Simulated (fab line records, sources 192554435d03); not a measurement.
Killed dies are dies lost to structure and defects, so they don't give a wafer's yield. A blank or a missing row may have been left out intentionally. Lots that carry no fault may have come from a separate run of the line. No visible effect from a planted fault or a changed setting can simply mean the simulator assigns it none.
Which tool did it? | flow n5Finfet | 72 wafers from 24 lots sampled at 6 of the route's 1938 steps

== WHAT EACH GAUGE READ, for each wafer ==
N5_BEOL_M5_CD_MEAS_35: target cd 28 nm, target cd y 24 nm. Usual: 28.0 nm for cdNm, sd 0.3.
lot  | measured     | on       | cdNm (nm)      | flag
L075 | day 8 23:19  | cdSem-02 | 27.6 27.9 28.1 | 
L074 | day 8 23:14  | cdSem-03 | 28.1 28.5 28.2 | 
L078 | day 9 08:38  | cdSem-02 | 28.5 28.1 28.2 | 
L076 | day 9 18:39  | cdSem-02 | 28.4 27.8 28.1 | 
L077 | day 10 05:12 | cdSem-02 | 27.9 28.0 27.8 | 
L079 | day 10 10:44 | cdSem-01 | 28.3 27.9 28.6 | 
L080 | day 10 05:08 | cdSem-01 | 28.4 28.0 27.6 | 
L082 | day 11 03:51 | cdSem-03 | 27.5 27.7 27.9 | 
L081 | day 11 03:40 | cdSem-02 | 27.6 28.0 27.7 | 
L083 | day 11 15:43 | cdSem-02 | 27.9 28.3 27.9 | 
L084 | day 11 21:00 | cdSem-01 | 27.6 28.4 27.3 | 
L085 | day 12 14:44 | cdSem-02 | 27.6 27.9 27.9 | 
L086 | day 12 17:20 | cdSem-01 | 28.3 28.1 27.7 | 
L088 | day 13 00:17 | cdSem-02 | 28.0 28.0 27.8 | 
L087 | day 13 09:50 | cdSem-01 | 28.1 27.8 28.0 | 
L089 | day 13 14:29 | cdSem-01 | 28.4 28.5 28.0 | 
L093 | day 13 16:38 | cdSem-02 | 28.1 28.6 27.8 | 
L090 | day 13 19:02 | cdSem-01 | 28.0 27.8 28.1 | 
L091 | day 13 19:22 | cdSem-01 | 28.4 28.3 27.8 | 
L092 | day 14 05:39 | cdSem-02 | 27.9 28.3 28.2 | 
L095 | day 14 06:05 | cdSem-01 | 28.2 27.5 27.8 | 
L094 | day 14 11:19 | cdSem-02 | 28.0 28.1 28.3 | 
L096 | day 15 05:16 | cdSem-02 | 27.8 27.4 28.0 | 
L097 | day 15 21:22 | cdSem-03 | 28.3 28.1 28.1 | 

== TOOL THAT RAN EACH LOT (tool first, then ch and the chambers of the sampled wafers, then the start) ==
lot  | N5_BEOL_M4_DEGAS_44         | N5_BEOL_M4_PRE_CLEAN_45     | N5_BEOL_M4_CO_CAP_55            | N5_BEOL_M5_ETCH_67                | N5_BEOL_M5_ETCH_68
L075 | pvdSputter-02, day 8 13:33  | pvdSputter-02, day 8 13:35  | cvdCo-01 ch 0,1,2, day 8 17:07  | rieDiel-05 ch 2,3, day 8 22:48    | rieDiel-05 ch 2,3, day 8 22:50
L074 | pvdSputter-02, day 8 14:07  | pvdSputter-02, day 8 14:09  | cvdCo-02 ch 1,2, day 8 17:27    | rieDiel-06 ch 2,3, day 8 22:42    | rieDiel-06 ch 2,3, day 8 22:44
L078 | pvdSputter-03, day 8 20:37  | pvdSputter-03, day 8 20:39  | cvdCo-02 ch 0,1, day 9 00:29    | rieDiel-06 ch 0,1,2, day 9 08:06  | rieDiel-06 ch 0,1,2, day 9 08:07
L076 | pvdSputter-03, day 9 08:25  | pvdSputter-03, day 9 08:30  | cvdCo-01 ch 0,1,2, day 9 11:58  | rieDiel-02 ch 1,2, day 9 17:58    | rieDiel-02 ch 1,2, day 9 18:01
L077 | pvdSputter-01, day 9 13:03  | pvdSputter-01, day 9 13:05  | cvdCo-02 ch 0,1,2, day 9 16:25  | rieDiel-02 ch 1,2, day 10 04:40   | rieDiel-02 ch 1,2, day 10 04:42
L079 | pvdSputter-03, day 9 13:19  | pvdSputter-03, day 9 13:24  | cvdCo-01 ch 0,1, day 9 17:08    | rieDiel-05 ch 0,1,2, day 10 10:13 | rieDiel-05 ch 0,1,2, day 10 10:14
L080 | pvdSputter-01, day 9 13:37  | pvdSputter-01, day 9 13:39  | cvdCo-01 ch 1,2, day 9 21:17    | rieDiel-06 ch 2,3, day 10 04:37   | rieDiel-06 ch 2,3, day 10 04:39
L082 | pvdSputter-03, day 10 17:47 | pvdSputter-03, day 10 17:49 | cvdCo-01 ch 0,1,2, day 10 21:12 | rieDiel-02 ch 0,3, day 11 03:20   | rieDiel-02 ch 0,3, day 11 03:22
L081 | pvdSputter-01, day 10 18:12 | pvdSputter-01, day 10 18:14 | cvdCo-02 ch 0,1, day 10 21:50   | rieDiel-05 ch 0,1,2, day 11 03:09 | rieDiel-05 ch 0,1,2, day 11 03:11
L083 | pvdSputter-02, day 11 06:14 | pvdSputter-02, day 11 06:16 | cvdCo-01 ch 0,1,2, day 11 09:37 | rieDiel-05 ch 1,2,3, day 11 15:11 | rieDiel-05 ch 1,2,3, day 11 15:13
L084 | pvdSputter-02, day 11 10:52 | pvdSputter-02, day 11 10:54 | cvdCo-01 ch 0,1,2, day 11 14:13 | rieDiel-06 ch 1,2, day 11 20:29   | rieDiel-06 ch 1,2, day 11 20:30
L085 | pvdSputter-01, day 12 07:00 | pvdSputter-01, day 12 07:02 | cvdCo-01 ch 1,2, day 12 10:19   | rieDiel-05 ch 0,1,3, day 12 14:13 | rieDiel-05 ch 0,1,3, day 12 14:15
L086 | pvdSputter-03, day 12 07:16 | pvdSputter-03, day 12 07:18 | cvdCo-01 ch 0,1,2, day 12 12:16 | rieDiel-02 ch 0,1,3, day 12 16:49 | rieDiel-02 ch 0,1,3, day 12 16:50
L088 | pvdSputter-03, day 12 14:51 | pvdSputter-03, day 12 14:53 | cvdCo-01 ch 0,1, day 12 18:17   | rieDiel-06 ch 0,2,3, day 12 23:46 | rieDiel-06 ch 0,2,3, day 12 23:47
L087 | pvdSputter-03, day 12 21:40 | pvdSputter-03, day 12 21:43 | cvdCo-01 ch 0,1,2, day 13 01:15 | rieDiel-06 ch 2,3, day 13 09:19   | rieDiel-06 ch 2,3, day 13 09:20
L089 | pvdSputter-01, day 13 01:21 | pvdSputter-01, day 13 01:23 | cvdCo-01 ch 0,2, day 13 06:21   | rieDiel-02 ch 0,1,2, day 13 13:58 | rieDiel-02 ch 0,1,2, day 13 13:59
L093 | pvdSputter-01, day 13 06:23 | pvdSputter-01, day 13 06:26 | cvdCo-02 ch 0,2, day 13 09:43   | rieDiel-06 ch 0,2, day 13 16:06   | rieDiel-06 ch 0,2, day 13 16:08
L090 | pvdSputter-01, day 13 06:28 | pvdSputter-01, day 13 06:31 | cvdCo-01 ch 0,1,2, day 13 10:06 | rieDiel-05 ch 1,2, day 13 18:31   | rieDiel-05 ch 1,2, day 13 18:32
L091 | pvdSputter-02, day 13 06:41 | pvdSputter-02, day 13 06:43 | cvdCo-01 ch 0,2, day 13 11:36   | rieDiel-06 ch 0,1,2, day 13 18:51 | rieDiel-06 ch 0,1,2, day 13 18:53
L092 | pvdSputter-03, day 13 15:36 | pvdSputter-03, day 13 15:38 | cvdCo-02 ch 0,1,2, day 13 18:54 | rieDiel-05 ch 1,2, day 14 05:07   | rieDiel-05 ch 1,2, day 14 05:09
L095 | pvdSputter-02, day 13 15:46 | pvdSputter-02, day 13 15:48 | cvdCo-01 ch 0,2, day 13 19:38   | rieDiel-02 ch 0,2,3, day 14 05:33 | rieDiel-02 ch 0,2,3, day 14 05:35
L094 | pvdSputter-03, day 14 02:59 | pvdSputter-03, day 14 03:02 | cvdCo-01 ch 0,1,2, day 14 06:21 | rieDiel-05 ch 0,1,2, day 14 10:48 | rieDiel-05 ch 0,1,2, day 14 10:50
L096 | pvdSputter-03, day 14 17:55 | pvdSputter-03, day 14 17:57 | cvdCo-01 ch 0,2, day 14 21:35   | rieDiel-05 ch 2,3, day 15 04:44   | rieDiel-05 ch 2,3, day 15 04:46
L097 | pvdSputter-03, day 15 06:22 | pvdSputter-03, day 15 06:24 | cvdCo-02 ch 1,2, day 15 11:29   | rieDiel-05 ch 2,3, day 15 20:51   | rieDiel-05 ch 2,3, day 15 20:53
- N5_BEOL_M4_DEGAS_44: time 60 s.
- N5_BEOL_M4_PRE_CLEAN_45: time 30 s.
- N5_BEOL_M4_CO_CAP_55: material Co, precursor CCTBA/H2, target thk 2 nm, time 102.1 s.
- N5_BEOL_M5_ETCH_67: etches SiARC in CF4, target depth 15.6 nm, time 26 s.
- N5_BEOL_M5_ETCH_68: etches SOC in N2/H2, target depth 80 nm, overetch 16 nm, time 120 s.

== WHAT THE TOOLS THEMSELVES READ (means of the sampled wafers that have a number; where no wafer has one, the mark that the record gives instead) ==
N5_BEOL_M4_DEGAS_44. Usual: 327 W for heaterPowerW, sd 28.
lot  | tool          | heaterPowerW (W) | flag
L075 | pvdSputter-02 | 350              | 
L074 | pvdSputter-02 | 373              | 
L078 | pvdSputter-03 | 328              | 
L076 | pvdSputter-03 | 320              | 
L077 | pvdSputter-01 | 303              | 
L079 | pvdSputter-03 | 306              | 
L080 | pvdSputter-01 | 315              | 
L082 | pvdSputter-03 | 323              | 
L081 | pvdSputter-01 | 310              | 
L083 | pvdSputter-02 | 332              | 
L084 | pvdSputter-02 | 312              | 
L085 | pvdSputter-01 | 309              | 
L086 | pvdSputter-03 | 313              | 
L088 | pvdSputter-03 | 321              | 
L087 | pvdSputter-03 | 323              | 
L089 | pvdSputter-01 | 309              | 
L093 | pvdSputter-01 | 300              | 
L090 | pvdSputter-01 | 319              | 
L091 | pvdSputter-02 | 351              | 
L092 | pvdSputter-03 | 336              | 
L095 | pvdSputter-02 | 334              | 
L094 | pvdSputter-03 | 340              | 
L096 | pvdSputter-03 | 324              | 
L097 | pvdSputter-03 | 333              | 

N5_BEOL_M4_PRE_CLEAN_45. Usual: 326 W for heaterPowerW, sd 28.
lot  | tool          | heaterPowerW (W) | flag
L075 | pvdSputter-02 | 350              | 
L074 | pvdSputter-02 | 366              | 
L078 | pvdSputter-03 | 324              | 
L076 | pvdSputter-03 | 320              | 
L077 | pvdSputter-01 | 300              | 
L079 | pvdSputter-03 | 311              | 
L080 | pvdSputter-01 | 317              | 
L082 | pvdSputter-03 | 325              | 
L081 | pvdSputter-01 | 316              | 
L083 | pvdSputter-02 | 329              | 
L084 | pvdSputter-02 | 316              | 
L085 | pvdSputter-01 | 308              | 
L086 | pvdSputter-03 | 315              | 
L088 | pvdSputter-03 | 321              | 
L087 | pvdSputter-03 | 327              | 
L089 | pvdSputter-01 | 313              | 
L093 | pvdSputter-01 | 303              | 
L090 | pvdSputter-01 | 316              | 
L091 | pvdSputter-02 | 345              | 
L092 | pvdSputter-03 | 339              | 
L095 | pvdSputter-02 | 331              | 
L094 | pvdSputter-03 | 341              | 
L096 | pvdSputter-03 | 330              | 
L097 | pvdSputter-03 | 329              | 

N5_BEOL_M4_CO_CAP_55. Usual: 239 W for heaterPowerW, sd 29.
lot  | tool     | heaterPowerW (W) | flag
L075 | cvdCo-01 | 243              | 
L074 | cvdCo-02 | 254              | 
L078 | cvdCo-02 | 214              | 
L076 | cvdCo-01 | 244              | 
L077 | cvdCo-02 | 226              | 
L079 | cvdCo-01 | 231              | 
L080 | cvdCo-01 | 260              | 
L082 | cvdCo-01 | 243              | 
L081 | cvdCo-02 | 243              | 
L083 | cvdCo-01 | 240              | 
L084 | cvdCo-01 | 239              | 
L085 | cvdCo-01 | 247              | 
L086 | cvdCo-01 | 245              | 
L088 | cvdCo-01 | 228              | 
L087 | cvdCo-01 | 248              | 
L089 | cvdCo-01 | 258              | 
L093 | cvdCo-02 | 215              | 
L090 | cvdCo-01 | 246              | 
L091 | cvdCo-01 | 248              | 
L092 | cvdCo-02 | 229              | 
L095 | cvdCo-01 | 245              | 
L094 | cvdCo-01 | 240              | 
L096 | cvdCo-01 | 259              | 
L097 | cvdCo-02 | 243              | 

N5_BEOL_M5_ETCH_67. Usual: drypumpMotorCurrentA 5.6 A, standard deviation 0.39; etchRfOnTimeS 25.9 s, standard deviation 0.65; oesProductAu 0.67 a.u., standard deviation 0.069; rfVppV 184.0 V, standard deviation 1.2; showerheadPlenumPTorr 2.14 Torr, standard deviation 0.055; throttleValvePct 15.60 %, standard deviation 0.23.
lot  | tool       | drypumpMotorCurrentA (A) | etchRfOnTimeS (s) | oesProductAu (a.u.) | rfVppV (V) | showerheadPlenumPTorr (Torr) | throttleValvePct (%) | flag
L075 | rieDiel-05 | 5.5                      | 26.6              | 0.62                | 184.9      | 2.14                         | 15.74                | 
L074 | rieDiel-06 | 5.6                      | 26.3              | 0.63                | 184.8      | 2.22                         | 15.69                | 
L078 | rieDiel-06 | 5.7                      | 26.1              | 0.63                | 184.1      | 2.14                         | 15.74                | 
L076 | rieDiel-02 | 5.7                      | 26.2              | 0.69                | 184.2      | 2.10                         | 15.65                | 
L077 | rieDiel-02 | 5.8                      | 26.2              | 0.69                | 183.8      | 2.10                         | 15.66                | 
L079 | rieDiel-05 | 5.7                      | 25.5              | 0.68                | 183.4      | 2.15                         | 15.39                | 
L080 | rieDiel-06 | 5.6                      | 26.6              | 0.62                | 185.6      | 2.22                         | 15.70                | 
L082 | rieDiel-02 | 5.4                      | 25.5              | 0.72                | 184.8      | 2.13                         | 15.52                | 
L081 | rieDiel-05 | 5.7                      | 25.3              | 0.68                | 184.5      | 2.14                         | 15.40                | 
L083 | rieDiel-05 | 5.6                      | 25.5              | 0.71                | 183.6      | 2.16                         | 15.48                | 
L084 | rieDiel-06 | 5.9                      | 25.8              | 0.61                | 184.5      | 2.18                         | 15.71                | 
L085 | rieDiel-05 | 5.3                      | 25.6              | 0.70                | 183.9      | 2.13                         | 15.53                | 
L086 | rieDiel-02 | 5.4                      | 26.2              | 0.67                | 183.9      | 2.13                         | 15.68                | 
L088 | rieDiel-06 | 5.5                      | 26.4              | 0.62                | 185.1      | 2.16                         | 15.80                | 
L087 | rieDiel-06 | 5.6                      | 26.6              | 0.60                | 184.7      | 2.21                         | 15.80                | 
L089 | rieDiel-02 | 5.6                      | 26.2              | 0.63                | 185.0      | 2.14                         | 15.82                | 
L093 | rieDiel-06 | 5.3                      | 26.2              | 0.64                | 183.6      | 2.12                         | 15.84                | 
L090 | rieDiel-05 | 6.0                      | 25.6              | 0.67                | 184.5      | 2.16                         | 15.38                | 
L091 | rieDiel-06 | 5.8                      | 25.9              | 0.70                | 184.0      | 2.13                         | 15.63                | 
L092 | rieDiel-05 | 5.8                      | 25.6              | 0.63                | 184.8      | 2.18                         | 15.54                | 
L095 | rieDiel-02 | 5.6                      | 25.3              | 0.65                | 184.9      | 2.14                         | 15.68                | 
L094 | rieDiel-05 | 5.7                      | 25.6              | 0.65                | 183.8      | 2.14                         | 15.44                | 
L096 | rieDiel-05 | 5.5                      | 26.0              | 0.74                | 183.1      | 2.13                         | 15.49                | 
L097 | rieDiel-05 | 5.8                      | 26.1              | 0.70                | 183.4      | 2.13                         | 15.40                | 

N5_BEOL_M5_ETCH_68. Usual: drypumpMotorCurrentA 5.6 A, standard deviation 0.39; h2FlowSccm 200.0 sccm, standard deviation 0.5; oesProductAu 0.60 a.u., standard deviation 0.058; rfVppV 524.0 V, standard deviation 2; showerheadPlenumPTorr 2.54 Torr, standard deviation 0.071; throttleValvePct 17.80 %, standard deviation 0.24.
lot  | tool       | drypumpMotorCurrentA (A) | h2FlowSccm (sccm) | oesProductAu (a.u.) | rfVppV (V) | showerheadPlenumPTorr (Torr) | throttleValvePct (%) | flag
L075 | rieDiel-05 | 5.5                      | 199.5             | 0.57                | 524.6      | 2.53                         | 17.92                | 
L074 | rieDiel-06 | 5.6                      | 200.4             | 0.57                | 525.8      | 2.64                         | 17.93                | 
L078 | rieDiel-06 | 5.8                      | 200.3             | 0.57                | 523.6      | 2.54                         | 18.02                | 
L076 | rieDiel-02 | 5.8                      | 199.9             | 0.63                | 523.0      | 2.51                         | 17.82                | 
L077 | rieDiel-02 | 5.8                      | 200.2             | 0.62                | 522.7      | 2.51                         | 17.83                | 
L079 | rieDiel-05 | 5.7                      | 199.9             | 0.60                | 523.4      | 2.55                         | 17.53                | 
L080 | rieDiel-06 | 5.7                      | 199.7             | 0.56                | 526.7      | 2.63                         | 17.95                | 
L082 | rieDiel-02 | 5.4                      | 199.6             | 0.64                | 524.1      | 2.54                         | 17.85                | 
L081 | rieDiel-05 | 5.7                      | 200.0             | 0.60                | 523.6      | 2.55                         | 17.55                | 
L083 | rieDiel-05 | 5.6                      | 200.4             | 0.63                | 524.4      | 2.57                         | 17.71                | 
L084 | rieDiel-06 | 5.9                      | 200.0             | 0.55                | 524.7      | 2.59                         | 18.00                | 
L085 | rieDiel-05 | 5.3                      | 199.8             | 0.62                | 522.4      | 2.51                         | 17.60                | 
L086 | rieDiel-02 | 5.4                      | 199.9             | 0.61                | 524.2      | 2.53                         | 17.92                | 
L088 | rieDiel-06 | 5.5                      | 199.7             | 0.56                | 524.5      | 2.56                         | 18.02                | 
L087 | rieDiel-06 | 5.6                      | 200.5             | 0.55                | 526.1      | 2.62                         | 17.98                | 
L089 | rieDiel-02 | 5.6                      | 200.3             | 0.57                | 524.0      | 2.54                         | 17.96                | 
L093 | rieDiel-06 | 5.3                      | 199.8             | 0.57                | 522.8      | 2.51                         | 18.08                | 
L090 | rieDiel-05 | 6.0                      | 200.3             | 0.59                | 525.5      | 2.60                         | 17.69                | 
L091 | rieDiel-06 | 5.8                      | 199.9             | 0.63                | 523.8      | 2.53                         | 17.93                | 
L092 | rieDiel-05 | 5.8                      | 199.7             | 0.56                | 525.3      | 2.60                         | 17.77                | 
L095 | rieDiel-02 | 5.6                      | 200.0             | 0.58                | 524.0      | 2.54                         | 17.90                | 
L094 | rieDiel-05 | 5.7                      | 200.1             | 0.58                | 524.0      | 2.54                         | 17.58                | 
L096 | rieDiel-05 | 5.5                      | 200.4             | 0.66                | 522.9      | 2.51                         | 17.71                | 
L097 | rieDiel-05 | 5.8                      | 200.4             | 0.63                | 524.4      | 2.54                         | 17.70                | 

== THE ANSWER, worked out from the rows above alone ==
Rule: lot off if the mean of its wafers having a number is beyond 3 standard deviations from the usual mean. A lot without any number at a reading at which 4 lots or more have one is off too. Where the step has rows for the other lots, those lots are counted as sound. After the gauges, taken in route order, come the tools' own readings; for these a lot's mean is taken, as printed above. At the first step where some lot is off, the reading lying furthest off is the one used; lots without a number count as furthest.
None of the lots is off at any reading shown; this tells nothing.

== WHAT WAS PUT IN BY THE SIMULATOR ==
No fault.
